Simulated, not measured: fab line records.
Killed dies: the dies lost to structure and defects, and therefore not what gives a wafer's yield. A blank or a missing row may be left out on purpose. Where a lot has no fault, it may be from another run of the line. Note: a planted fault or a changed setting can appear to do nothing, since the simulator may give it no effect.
Matching of chambers :: flow n5-finfet :: N5_BEOL_M2_ETCH_64 on rie-diel-02 has 4 sister chambers
The step etches SOC in N2/H2, target depth 75 nm, overetch 22.5 nm, time 121.9 s. 4 wafers are shown with their chamber, then 9 later ones without.

## WAFERS WITH THEIR CHAMBER
wafer: L082.3
chamber: 0
showerhead-plenum-p-Torr (Torr): 2.42

wafer: L082.4
chamber: 1
showerhead-plenum-p-Torr (Torr): 2.64

wafer: L082.5
chamber: 3
showerhead-plenum-p-Torr (Torr): 2.44

wafer: L082.6
chamber: 2
showerhead-plenum-p-Torr (Torr): 2.68

## WAFERS WHOSE CHAMBER IS MISSING
wafer: L094.1
showerhead-plenum-p-Torr (Torr): 2.67

wafer: L094.2
showerhead-plenum-p-Torr (Torr): 2.63

wafer: L094.3
showerhead-plenum-p-Torr (Torr): 2.43

wafer: L094.4
showerhead-plenum-p-Torr (Torr): 2.41

wafer: L094.5
showerhead-plenum-p-Torr (Torr): 2.41

wafer: L094.6
showerhead-plenum-p-Torr (Torr): 2.43

wafer: L096.3
showerhead-plenum-p-Torr (Torr): 2.43

wafer: L096.4
showerhead-plenum-p-Torr (Torr): 2.41

wafer: L096.6
showerhead-plenum-p-Torr (Torr): 2.67

## CHAMBER TAKEN BY EACH
wafer: L094.1
from the rows above: can't be placed: 2 or 1
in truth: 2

wafer: L094.2
from the rows above: 1
in truth: 1

wafer: L094.3
from the rows above: can't be placed: 3 or 0
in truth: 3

wafer: L094.4
from the rows above: 0
in truth: 0

wafer: L094.5
from the rows above: 0
in truth: 0

wafer: L094.6
from the rows above: can't be placed: 3 or 0
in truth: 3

wafer: L096.3
from the rows above: can't be placed: 3 or 0
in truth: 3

wafer: L096.4
from the rows above: 0
in truth: 0

wafer: L096.6
from the rows above: can't be placed: 2 or 1
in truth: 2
4 of 9 placed correctly. These rows do not allow placing 5 (true chamber among the candidates in 5). Wrongly placed: 0.
How it was worked out, from the rows above alone: a wafer's distance from a chamber is the root of the sum, over the readings, of the square of ((its reading less the chamber's mean) divided by the reading's scatter). If the next closest chamber is less than 2 further off than the closest, the wafer can't be placed; otherwise it belongs to the closest. A chamber's mean is the mean of its shown wafers. The scatter: root of mean squared gap, hidden wafer to nearest shown wafer, with one shown wafer a chamber.
